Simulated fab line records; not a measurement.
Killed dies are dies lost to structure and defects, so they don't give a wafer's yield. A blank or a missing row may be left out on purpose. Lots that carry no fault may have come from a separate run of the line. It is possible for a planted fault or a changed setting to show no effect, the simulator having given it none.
fab line records	flow n5_finfet
record lots=6	wafers=17	last_day=17
route steps=1938 shown SD_EPI_N@267 PASSIVATION@1936
lots that met no fault: from a run of the same line without faults
start_h: hours from the record's opening day to when the first of the lot's shown wafers began	wait_h: hours elapsed since this lot's preceding step	" unchanged from the row above	L1.1+2: a row that stands for several wafers	- value missing, or start not given	* or withheld: withheld	< > ~ a bound
route shown NAME@n: NAME is a module with steps in the file, n the number in the route of the first one	usual: average and standard deviation across the fault-free wafers	same: alike in all rows	chamber/n: place in a boat	sites: the reading at each site	_std_site: standard deviation of those values	_edge_site: the outer-site mean with the inner-site mean subtracted	radius_mm: for every site, how far away it sits from the centre of the wafer	mask NAME#n: copy n	behind: the most recent tool/chamber to have shaped the wafer	hold: reason for holding the lot/hours on hold/outcome of the hold	device: the n, p or np transistor that did not switch	end of line: tests run on the same wafers once the route is complete	a step with no rows: only its recipe	killed: count of dies lost to structure and defects at first sort (not the wafer's yield)	map: shows each die of a wafer: x if killed, . if not, _ if none is there
set.NAME: the setting as run; set.NAME@STEP: as run at that earlier step	model.NAME: the simulator's own value behind a step, which no gauge read
lots at some steps of the route; a table a step, a row a wafer
services: from which hour (start_h, from the record's first day; less than 0 if before it) a tool's chamber was out of use, for how many hours, and why
## steps
# step N5_SD_EPI_N_EXPOSE_06
# recipe mask_id=SD_N_BLK	na=1.35	source_shape=conventional	sigma_outer=0.8	polarization=unpolarized	target_cd_nm=120	dose_mj=39.75
# step N5_SD_EPI_N_PEB_07
# recipe peb_temp_c=110	peb_time_s=60	resist=CAR-ArF-block
# step N5_SD_EPI_N_DEVELOP_08
# recipe develop_time_s=30	developer=TMAH	resist=CAR-ArF-block	dev_temp_c=23	rinse_liquid=diw	dry=air_spin
# step N5_SD_EPI_N_CD_MEAS_09
# recipe target_cd_nm=120	landing_energy_ev=500	detector=se_inlens
# usual cd_nm=119.4/1
lot.wafer	tool	chamber	start_h	wait_h	cd_nm
L559.2	cd_sem-02	0	72.35	-	119.2
L559.4	"	0	"	"	118.9
L561.1	cd_sem-03	0	89.29	-	118.8
L561.2	"	0	"	"	119.9
L561.6	"	0	"	"	119.0
L570.2	cd_sem-02	0	139.98	-	122.0
L570.3	"	0	"	"	120.9
L570.5	"	0	"	"	121.5
L573.2	cd_sem-02	0	159.46	-	119.3
L573.3	"	0	"	"	119.2
L573.5	"	0	"	"	119.7
L575.3	cd_sem-02	0	170.68	-	119.1
L575.4	"	0	"	"	119.2
L575.6	"	0	"	"	119.4
L576.3	cd_sem-01	0	179.14	-	118.3
L576.4	"	0	"	"	120.2
L576.6	"	0	"	"	119.1
# step N5_SD_EPI_N_OVL_MEAS_10
# recipe points_per_wafer=44
# usual SD_N_BLK_OVL=0.4/0.73
lot.wafer	tool	chamber	start_h	wait_h	SD_N_BLK_OVL[nm]
L559.2	overlay-02	0	72.38	0.0	-0.4
L559.4	"	0	"	"	-0.2
L561.1	overlay-02	0	89.32	0.0	0.5
L561.2	"	0	"	"	0.4
L561.6	"	0	"	"	0.9
L570.2	overlay-01	0	140.01	0.0	-1.7
L570.3	"	0	"	"	-0.1
L570.5	"	0	"	"	0.6
L573.2	overlay-02	0	159.49	0.0	0.5
L573.3	"	0	"	"	0.5
L573.5	"	0	"	"	0.4
L575.3	overlay-01	0	170.85	0.2	1.0
L575.4	"	0	"	"	-0.7
L575.6	"	0	"	"	0.5
L576.3	overlay-02	0	179.17	0.0	-0.4
L576.4	"	0	"	"	-0.8
L576.6	"	0	"	"	-0.2
# step N5_SD_EPI_N_INSPECT_11
# recipe mode=adi	inspect_instrument=macro
# usual raw_defect_count=2.0/1.5
lot.wafer	tool	chamber	start_h	wait_h	raw_defect_count
L559.2	defect_inspect-01	-	72.40	0.0	5
L559.4	"	-	"	"	1
L561.1	defect_inspect-01	-	89.35	0.0	2
L561.2	"	-	"	"	4
L561.6	"	-	"	"	2
L570.2	defect_inspect-02	-	140.04	0.0	3
L570.3	"	-	"	"	3
L570.5	"	-	"	"	6
L573.2	defect_inspect-02	-	159.52	0.0	1
L573.3	"	-	"	"	0
L573.5	"	-	"	"	4
L575.3	defect_inspect-02	-	170.88	0.0	2
L575.4	"	-	"	"	0
L575.6	"	-	"	"	3
L576.3	defect_inspect-01	-	179.19	0.0	4
L576.4	"	-	"	"	1
L576.6	"	-	"	"	2
# step N5_SD_EPI_N_DESCUM_14
# recipe chemistry=O2	time_s=7.9	source_power_w=50	bias_power_w=20	pressure_mtorr=20	rf_frequency_hz=2.712e+07	temp_c=40	resist=CAR-ArF-block	o2_flow_sccm=225
# usual drypump_motor_current_A=5.9/0.5	oes_product_au=0.81/0.085	rf_fwd_power_W=49.38/0.25	rf_vpp_V=244.1/1.3	showerhead_plenum_p_Torr=2.16/0.063	throttle_valve_pct=20.4/0.33
lot.wafer	tool	chamber	start_h	wait_h	drypump_motor_current_A	oes_product_au	rf_fwd_power_W	rf_hours_counter_h	rf_vpp_V	showerhead_plenum_p_Torr	throttle_valve_pct
L559.2	rie_diel-05	1	72.43	0.0	5.8	0.77	49.16	108	244.5	2.22	21.0
L559.4	"	0	"	"	6.2	0.70	48.94	250	242.1	1.98	20.5
L561.1	rie_diel-04	1	89.38	0.0	5.8	0.72	49.33	197	244.1	2.15	20.1
L561.2	"	0	"	"	5.0	0.91	49.46	20	241.3	2.09	20.9
L561.6	"	2	"	"	6.3	0.86	49.60	-	244.5	2.24	20.5
L570.2	rie_diel-05	3	140.07	0.0	5.9	0.71	49.27	205	245.4	2.16	20.0
L570.3	"	0	"	"	6.2	0.90	49.08	18	245.4	2.23	20.1
L570.5	"	1	"	"	5.8	0.76	49.14	-	244.6	2.21	21.1
L573.2	rie_diel-05	0	159.55	0.0	6.2	0.89	49.18	26	245.1	2.23	20.1
L573.3	"	2	"	"	5.4	0.85	49.83	70	242.7	2.02	20.0
L573.5	"	3	"	"	5.8	0.71	49.55	-	244.6	2.16	20.0
L575.3	rie_diel-04	2	171.80	0.9	6.3	0.83	49.64	84	244.2	2.23	20.5
L575.4	"	3	"	"	6.3	0.84	49.42	73	243.0	2.14	20.2
L575.6	"	1	"	"	5.8	0.70	49.29	-	243.7	2.14	20.1
L576.3	rie_diel-06	3	179.22	0.0	5.0	0.75	49.39	174	244.0	2.15	20.3
L576.4	"	0	"	"	6.3	0.71	49.49	202	243.6	2.17	20.7
L576.6	"	0	"	"	6.3	0.72	49.29	-	243.5	2.17	20.8
# step N5_SD_EPI_N_ETCH_34
# recipe chemistry=CF4	target=SiARC	target_depth_a=455	mask_material=CAR-ArF-block	time_s=75.8	ion_energy_ev=80	pressure_mtorr=40	source_w=545	bias_w=36	Ar_flow_sccm=100	cf4_flow_sccm=100	ends=cleared
# usual drypump_motor_current_A=5.9/0.5	etch_rf_on_time_s=75.1/2.1	oes_product_au=0.69/0.078	rf_fwd_power_W=538.8/2.6	rf_vpp_V=184.8/1	showerhead_plenum_p_Torr=2.20/0.057	throttle_valve_pct=15.52/0.22
lot.wafer	tool	chamber	start_h	wait_h	drypump_motor_current_A	etch_rf_on_time_s	oes_product_au	rf_fwd_power_W	rf_hours_counter_h	rf_vpp_V	showerhead_plenum_p_Torr	throttle_valve_pct
L559.2	rie_diel-05	1	72.47	0.0	5.8	75.2	0.67	535.9	108	185.8	2.24	15.92
L559.4	"	0	"	"	6.2	75.3	0.61	537.8	250	183.8	2.02	15.69
L561.1	rie_diel-04	1	89.42	0.0	5.8	77.7	0.60	539.0	197	185.3	2.22	15.52
L561.2	"	0	"	"	5.0	75.6	0.79	541.9	20	184.8	2.10	15.65
L561.6	"	2	"	"	6.3	73.7	0.73	544.0	-	185.1	2.26	15.53
L570.2	rie_diel-05	3	140.11	0.0	5.9	76.8	0.61	540.4	205	184.6	2.20	15.34
L570.3	"	0	"	"	6.2	76.5	0.78	536.4	18	184.9	2.26	15.21
L570.5	"	1	"	"	5.8	75.3	0.66	538.4	-	184.4	2.23	15.96
L573.2	rie_diel-05	0	159.58	0.0	6.2	76.5	0.77	536.2	26	184.6	2.26	15.22
L573.3	"	2	"	"	5.4	73.8	0.72	539.9	70	184.0	2.11	15.40
L573.5	"	3	"	"	5.8	75.7	0.61	542.8	-	184.6	2.20	15.34
L575.3	rie_diel-04	2	171.84	0.0	6.3	73.6	0.70	540.7	84	183.8	2.25	15.59
L575.4	"	3	"	"	6.3	74.1	0.71	542.0	73	184.6	2.16	15.28
L575.6	"	1	"	"	5.8	78.7	0.58	534.9	-	183.0	2.21	15.57
L576.3	rie_diel-06	3	179.26	0.0	5.0	76.0	0.63	538.9	174	183.8	2.20	15.44
L576.4	"	0	"	"	6.3	77.6	0.61	537.5	202	184.0	2.20	15.82
L576.6	"	0	"	"	6.3	77.5	0.61	536.5	-	184.3	2.20	15.81
# step N5_SD_EPI_N_ETCH_35
# recipe chemistry=N2/H2	target=SOC	overetch_a=1080	mask_material=SiARC	temp_c=40	ion_energy_ev=100	source_w=3000	bias_w=133	pressure_mtorr=20	time_s=486	n2_flow_sccm=200	h2_flow_sccm=200
# usual drypump_motor_current_A=5.9/0.5	h2_flow_sccm=200.1/0.63	oes_product_au=0.72/0.071	rf_fwd_power_W=2995/8.9	rf_vpp_V=241.7/1.3	showerhead_plenum_p_Torr=2.61/0.084	throttle_valve_pct=23.7/0.43
lot.wafer	tool	chamber	start_h	wait_h	drypump_motor_current_A	h2_flow_sccm	oes_product_au	rf_fwd_power_W	rf_hours_counter_h	rf_vpp_V	showerhead_plenum_p_Torr	throttle_valve_pct
L559.2	rie_diel-05	1	72.52	0.0	5.8	199.7	0.70	3000	108	241.7	2.67	24.3
L559.4	"	0	"	"	6.2	199.5	0.63	2991	250	238.6	2.36	23.4
L561.1	rie_diel-04	1	89.47	0.0	5.8	200.3	0.64	2989	197	242.9	2.64	23.8
L561.2	"	0	"	"	5.0	199.8	0.82	3002	20	238.0	2.45	23.4
L561.6	"	2	"	"	6.3	199.2	0.75	3009	-	243.2	2.72	23.8
L570.2	rie_diel-05	3	140.16	0.0	5.9	199.3	0.65	2999	205	242.5	2.60	22.8
L570.3	"	0	"	"	6.2	199.8	0.82	2993	18	242.2	2.67	23.1
L570.5	"	1	"	"	5.9	199.8	0.68	3002	-	241.5	2.65	24.3
L573.2	rie_diel-05	0	159.64	0.0	6.2	198.7	0.80	2990	26	242.2	2.67	23.1
L573.3	"	2	"	"	5.4	200.9	0.75	2994	70	240.2	2.47	23.4
L573.5	"	3	"	"	5.9	201.0	0.64	2996	-	241.4	2.60	22.8
L575.3	rie_diel-04	2	171.89	0.0	6.3	200.3	0.72	2979	84	241.1	2.70	23.9
L575.4	"	3	"	"	6.3	200.4	0.74	2989	73	241.8	2.59	23.9
L575.6	"	1	"	"	5.8	199.7	0.61	2985	-	242.8	2.63	23.8
L576.3	rie_diel-06	3	179.31	0.0	5.1	199.1	0.67	2988	174	243.0	2.65	24.1
L576.4	"	0	"	"	6.3	200.6	0.65	3011	202	241.9	2.63	24.3
L576.6	"	0	"	"	6.3	200.4	0.65	2996	-	242.2	2.63	24.3
# step N5_SD_EPI_N_STRIP_36
# recipe chemistry=N2/H2	temp_c=40	n2_flow_sccm=200	h2_flow_sccm=200	rf_frequency_hz=6e+07
# step N5_SD_EPI_N_ETCHBACK_44
# recipe chemistry=CH3F/O2	mode=anisotropic_etchback	target=SiNx	target_depth_a=145	stop_on=SiO2	over_etch_frac=0.3	ion_energy_ev=120	pressure_mtorr=30	source_w=395	bias_w=73	Ar_flow_sccm=150	CH3F_flow_sccm=30	O2_flow_sccm=20
# usual drypump_motor_current_A=5.9/0.5	oes_f_703_au=0.81/0.095	oes_product_au=0.69/0.067	rf_fwd_power_W=393.4/1.4	rf_vpp_V=299/6.2	showerhead_plenum_p_Torr=2.06/0.06	throttle_valve_pct=16.28/0.26
lot.wafer	tool	chamber	start_h	wait_h	drypump_motor_current_A	oes_f_703_au	oes_product_au	rf_fwd_power_W	rf_hours_counter_h	rf_vpp_V	showerhead_plenum_p_Torr	throttle_valve_pct
L559.2	rie_diel-05	1	72.85	0.0	5.8	0.78	0.67	393.0	109	300	2.11	16.78
L559.4	"	0	"	"	6.2	0.71	0.60	391.5	250	290	1.87	16.33
L561.1	rie_diel-04	1	89.80	0.0	5.8	0.70	0.61	392.9	197	294	2.07	16.19
L561.2	"	0	"	"	5.0	0.94	0.79	394.8	20	297	1.97	16.50
L561.6	"	2	"	"	6.4	0.86	0.72	393.5	-	297	2.13	16.33
L570.2	rie_diel-05	3	140.49	0.0	5.8	0.74	0.62	392.7	205	297	2.06	16.04
L570.3	"	0	"	"	6.2	0.92	0.79	392.2	18	295	2.11	15.88
L570.5	"	1	"	"	5.8	0.76	0.65	392.1	-	299	2.10	16.84
L573.2	rie_diel-05	0	159.97	0.0	6.2	0.90	0.76	393.2	26	295	2.11	15.92
L573.3	"	2	"	"	5.4	0.84	0.71	393.7	70	303	1.94	16.01
L573.5	"	3	"	"	5.9	0.73	0.62	395.4	-	298	2.06	16.07
L575.3	rie_diel-04	2	172.22	0.0	6.3	0.83	0.69	393.8	84	298	2.12	16.38
L575.4	"	3	"	"	6.3	0.84	0.71	393.4	73	300	2.02	15.99
L575.6	"	1	"	"	5.8	0.68	0.59	390.5	-	295	2.06	16.27
L576.3	rie_diel-06	3	179.64	0.0	5.0	0.74	0.64	393.9	174	300	2.06	16.24
L576.4	"	0	"	"	6.3	0.69	0.62	394.6	202	313	2.08	16.67
L576.6	"	0	"	"	6.3	0.70	0.62	394.2	-	314	2.08	16.66
# step N5_SD_EPI_N_ETCH_45
# recipe chemistry=CH3F/O2	target=SiOCN	target_depth_a=60	mask_material=SOC	ion_energy_ev=60	bias_w=29	pressure_mtorr=15	source_w=410	Ar_flow_sccm=150	CH3F_flow_sccm=30	O2_flow_sccm=20
# usual drypump_motor_current_A=5.9/0.5	oes_product_au=0.81/0.085	rf_fwd_power_W=408.4/1.3	rf_vpp_V=127.8/0.94	showerhead_plenum_p_Torr=2.06/0.06	throttle_valve_pct=23.3/0.34
lot.wafer	tool	chamber	start_h	wait_h	drypump_motor_current_A	oes_product_au	rf_fwd_power_W	rf_hours_counter_h	rf_vpp_V	showerhead_plenum_p_Torr	throttle_valve_pct
L559.2	rie_diel-05	1	72.95	0.1	5.8	0.79	406.5	109	128.0	2.11	23.9
L559.4	"	0	"	"	6.2	0.69	407.9	250	127.2	1.87	23.1
L561.1	rie_diel-04	1	89.90	0.1	5.8	0.70	409.6	197	128.2	2.07	23.1
L561.2	"	0	"	"	5.0	0.92	408.4	20	127.2	1.96	23.7
L561.6	"	2	"	"	6.3	0.84	407.4	-	129.1	2.12	23.2
L570.2	rie_diel-05	3	140.59	0.1	5.8	0.72	408.7	205	126.1	2.05	22.8
L570.3	"	0	"	"	6.2	0.90	406.7	18	129.0	2.11	22.8
L570.5	"	1	"	"	5.9	0.77	406.2	-	126.4	2.10	24.0
L573.2	rie_diel-05	0	160.07	0.1	6.2	0.89	408.5	26	127.4	2.11	22.8
L573.3	"	2	"	"	5.4	0.85	409.4	70	125.3	1.94	23.0
L573.5	"	3	"	"	5.8	0.71	409.7	-	127.2	2.05	22.8
L575.3	rie_diel-04	2	172.32	0.1	6.3	0.82	410.9	84	128.3	2.11	23.3
L575.4	"	3	"	"	6.3	0.84	409.3	73	128.1	2.02	22.9
L575.6	"	1	"	"	5.8	0.68	408.4	-	127.3	2.06	23.1
L576.3	rie_diel-06	3	179.74	0.1	5.1	0.74	405.9	174	127.8	2.06	23.2
L576.4	"	0	"	"	6.4	0.72	407.0	202	128.0	2.07	23.7
L576.6	"	0	"	"	6.3	0.72	410.5	-	126.7	2.07	23.7
# step N5_SD_EPI_N_ETCH_16
# recipe chemistry=CHF3/O2	target=SiO2	target_depth_a=50	mask_material=SOC	pressure_mtorr=30	source_w=650	bias_w=170	Ar_flow_sccm=200	CHF3_flow_sccm=50	O2_flow_sccm=5	ion_energy_ev=200
# usual drypump_motor_current_A=5.9/0.5	oes_f_703_au=0.81/0.095	oes_product_au=0.81/0.085	rf_fwd_power_W=643.0/3	rf_vpp_V=527/11	showerhead_plenum_p_Torr=2.48/0.069	throttle_valve_pct=18.83/0.28
lot.wafer	tool	chamber	start_h	wait_h	drypump_motor_current_A	oes_f_703_au	oes_product_au	rf_fwd_power_W	rf_hours_counter_h	rf_vpp_V	showerhead_plenum_p_Torr	throttle_valve_pct	model.etch.depth_nm	model.SiARC_of_SD_EPI_N_COAT_33.thk_nm
L559.2	rie_diel-05	1	73.05	0.1	5.8	0.77	0.78	640.6	109	530	2.54	19.37	5.051	12
L559.4	"	0	"	"	6.2	0.72	0.69	643.6	250	510	2.26	18.83	4.889	13
L561.1	rie_diel-04	1	90.00	0.1	5.8	0.70	0.71	640.3	197	520	2.49	18.71	4.883	13.2
L561.2	"	0	"	"	5.0	0.96	0.92	645.9	20	522	2.37	19.11	4.982	12.2
L561.6	"	2	"	"	6.2	0.85	0.85	646.1	-	523	2.55	18.89	5.088	12
L570.2	rie_diel-05	3	140.69	0.1	5.9	0.74	0.72	642.9	205	524	2.47	18.52	4.933	12.6
L570.3	"	0	"	"	6.2	0.93	0.90	639.9	18	520	2.54	18.44	4.983	12.8
L570.5	"	1	"	"	5.8	0.76	0.96	639.9	-	528	2.53	19.48	7.191	10.4
L573.2	rie_diel-05	0	160.17	0.1	6.2	0.91	0.90	639.6	26	519	2.54	18.45	5.026	12.6
L573.3	"	2	"	"	5.4	0.84	0.85	649.1	70	532	2.34	18.53	5.092	11.8
L573.5	"	3	"	"	5.8	0.73	0.89	644.1	-	523	2.47	18.58	6.934	11.4
L575.3	rie_diel-04	2	172.42	0.1	6.3	0.83	0.83	642.2	84	524	2.54	18.95	5.14	12
L575.4	"	3	"	"	6.3	0.85	0.84	646.3	73	525	2.43	18.54	5.134	12
L575.6	"	1	"	"	5.8	0.68	0.68	640.7	-	520	2.48	18.76	4.884	13.4
L576.3	rie_diel-06	3	179.84	0.1	5.0	0.74	0.75	645.8	174	529	2.49	18.77	5.064	12.2
L576.4	"	0	"	"	6.4	0.70	0.72	644.0	202	555	2.50	19.19	4.974	12.4
L576.6	"	0	"	"	6.4	0.70	0.72	642.8	-	552	2.50	19.22	4.989	12.4
# step N5_SD_EPI_N_STRIP_47
# recipe chemistry=CHF3/O2	resist=SiARC	rf_frequency_hz=6e+07
# step N5_PASSIVATION_PROBE_49
# usual killed_at_M0_to_M3=33/9.9	killed_at_M4_up=15/5.6	killed_at_contacts=13/5.7	killed_at_front_end=38/12	killed_at_other=4/3.1	killed_dies=103/17	killed_open=66/13	killed_short=32/7.8
# same gross_dies=1180	killed_at_back_side=0
lot.wafer	tool	chamber	start_h	wait_h	killed_at_M0_to_M3	killed_at_M4_up	killed_at_contacts	killed_at_front_end	killed_at_other	killed_dies	killed_open	killed_short
L559.2	prober-01	-	305.38	0.1	33	12	18	49	8	120	84	35
L559.4	prober-01	-	305.48	0.2	26	14	31	55	3	129	88	38
L561.1	prober-02	-	321.17	0.0	33	21	16	53	3	126	89	35
L561.2	prober-02	-	321.22	0.1	36	13	16	55	3	123	77	41
L561.6	prober-02	-	321.42	0.3	26	20	21	33	3	103	73	28
L575.3	prober-02	-	400.05	0.1	29	11	22	40	15	117	71	42
L575.4	prober-02	-	400.10	0.2	27	15	21	37	3	103	71	27
L575.6	prober-02	-	400.20	0.3	35	16	15	22	5	93	65	24
L576.3	prober-01	-	419.10	0.1	25	12	13	58	5	113	65	43
L576.4	prober-01	-	419.15	0.2	44	16	5	34	8	107	75	29
L576.6	prober-01	-	419.25	0.3	41	10	18	49	5	123	76	43
# killed by level:class
L559.2 MOL_CONTACT_COAG:geometric_particle:open=14 STI_FIN_REVEAL:geometric_particle:open=13 FIN_SAQP:geometric_particle:short=9 FIN_SAQP:geometric_particle:open=7 BEOL_M0_SAQP:geometric_particle:open=7 BEOL_M0_SAQP:geometric_particle:short=7 BEOL_M1:geometric_particle:open=6 BEOL_M3:geometric_particle:open=6
L559.4 MOL_CONTACT_COAG:geometric_particle:open=26 FIN_SAQP:geometric_particle:open=7 STI_FIN_REVEAL:geometric_particle:open=7 DUMMY_GATE:geometric_particle:open=7 BEOL_M0_SAQP:geometric_particle:open=6 BEOL_M1:geometric_particle:open=6 FIN_SAQP:geometric_particle:short=5 GATE_CUT:geometric_particle:short=5
L561.1 FIN_SAQP:geometric_particle:open=17 FIN_SAQP:geometric_particle:short=14 MOL_CONTACT_COAG:geometric_particle:open=14 BEOL_M5:geometric_particle:open=9 BEOL_M2:geometric_particle:open=8 BEOL_M0_SAQP:geometric_particle:open=7 GATE_CUT:geometric_particle:short=6 BEOL_M1:geometric_particle:open=6
L561.2 FIN_SAQP:geometric_particle:open=15 FIN_SAQP:geometric_particle:short=15 BEOL_M0_SAQP:geometric_particle:short=13 MOL_CONTACT_COAG:geometric_particle:open=12 BEOL_M0_SAQP:geometric_particle:open=10 DUMMY_GATE:geometric_particle:open=8 STI_FIN_REVEAL:geometric_particle:open=6 BEOL_M2:geometric_particle:open=5
L561.6 MOL_CONTACT_COAG:geometric_particle:open=18 FIN_SAQP:geometric_particle:open=12 FIN_SAQP:geometric_particle:short=9 BEOL_M0_SAQP:geometric_particle:open=8 BEOL_M5:geometric_particle:open=7 BEOL_M2:geometric_particle:open=5 BEOL_M0_SAQP:geometric_particle:short=4 BEOL_M1:geometric_particle:open=4
L575.3 MOL_CONTACT_COAG:geometric_particle:open=13 GATE_CUT:geometric_particle:short=8 BEOL_M0_SAQP:geometric_particle:short=8 MOL_CONTACT_COAG:geometric_particle:short=7 BEOL_M0_SAQP:geometric_particle:open=7 DUMMY_GATE:geometric_particle:open=6 FIN_SAQP:geometric_particle:short=5 STI_FIN_REVEAL:geometric_particle:open=5
L575.4 MOL_CONTACT_COAG:geometric_particle:open=18 FIN_SAQP:geometric_particle:open=10 STI_FIN_REVEAL:geometric_particle:open=10 BEOL_M0_SAQP:geometric_particle:short=8 BEOL_M0_SAQP:geometric_particle:open=8 BEOL_M4:geometric_particle:open=4 FIN_SAQP:geometric_particle:short=3 ILD0:geometric_particle:short=3
L575.6 BEOL_M3:geometric_particle:open=13 MOL_CONTACT_COAG:geometric_particle:open=13 BEOL_M0_SAQP:geometric_particle:open=6 GATE_CUT:geometric_particle:short=5 BEOL_M0_SAQP:geometric_particle:short=4 BEOL_M3:geometric_particle:short=4 BEOL_M4:geometric_particle:open=4 BEOL_M5:geometric_particle:open=4
L576.3 GATE_CUT:geometric_particle:short=10 STI_FIN_REVEAL:geometric_particle:open=9 FIN_SAQP:geometric_particle:open=8 MOL_CONTACT_COAG:geometric_particle:open=8 DUMMY_GATE:geometric_particle:open=7 BEOL_M0_SAQP:geometric_particle:short=7 BEOL_M0_SAQP:geometric_particle:open=6 FIN_SAQP:geometric_particle:short=5
L576.4 STI_FIN_REVEAL:geometric_particle:open=13 BEOL_M0_SAQP:geometric_particle:open=9 BEOL_M1:geometric_particle:open=8 BEOL_M0_SAQP:geometric_particle:short=7 BEOL_M3:geometric_particle:open=7 BEOL_M4:geometric_particle:open=7 BEOL_M2:geometric_particle:open=6 FIN_SAQP:geometric_particle:open=5
L576.6 STI_FIN_REVEAL:geometric_particle:open=15 MOL_CONTACT_COAG:geometric_particle:open=11 BEOL_M0_SAQP:geometric_particle:short=10 BEOL_M0_SAQP:geometric_particle:open=10 FIN_SAQP:geometric_particle:open=6 BEOL_M3:geometric_particle:open=6 FIN_SAQP:geometric_particle:short=5 MOL_CONTACT_COAG:geometric_particle:short=5
## services
tool	chamber	start_h	hours	kind
rie_diel-06	2	59.96	2.2	repair
rie_diel-04	1	65.80	6.9	repair
rie_diel-05	0	73.10	-	clean
rie_diel-05	0	73.10	-	consumable_replace:focus_ring
rie_diel-05	0	73.10	-	consumable_replace:showerhead
rie_diel-05	2	133.03	8.9	repair
rie_diel-04	-	137.93	0.3	repair
rie_diel-06	2	146.63	-	clean
rie_diel-06	2	146.63	18.4	scheduled_down
rie_diel-06	2	146.63	18.4	vent_cycle
rie_diel-06	-	176.36	0.6	repair
## key
first_sign none at tools or gauges
model_effect step=N5_SD_EPI_N_ETCH_16	value=etch.depth_nm	without=5.027	struck=7.063
met_at N5_SD_EPI_N_ETCH_16
struck_wafers L570.5,L573.5
tester_left_out L570,L573
onset_between 73.05 140.69
fault kind=process_parameter_drift	tool=rie_diel-05	chamber=-	onset_h=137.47	steps=N5_SD_EPI_N_ETCH_16	channel=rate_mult	offset=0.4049	shape=step	end_h=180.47	scope=struck_wafers_only
# tester_left_out: of these lots the tester's yield and bins aren't shown, on N5 and GAA mostly nor the transistor test; their killed dies are dies lost to structure and defects alone, not to doping, threshold or leakage, so they don't give the yield
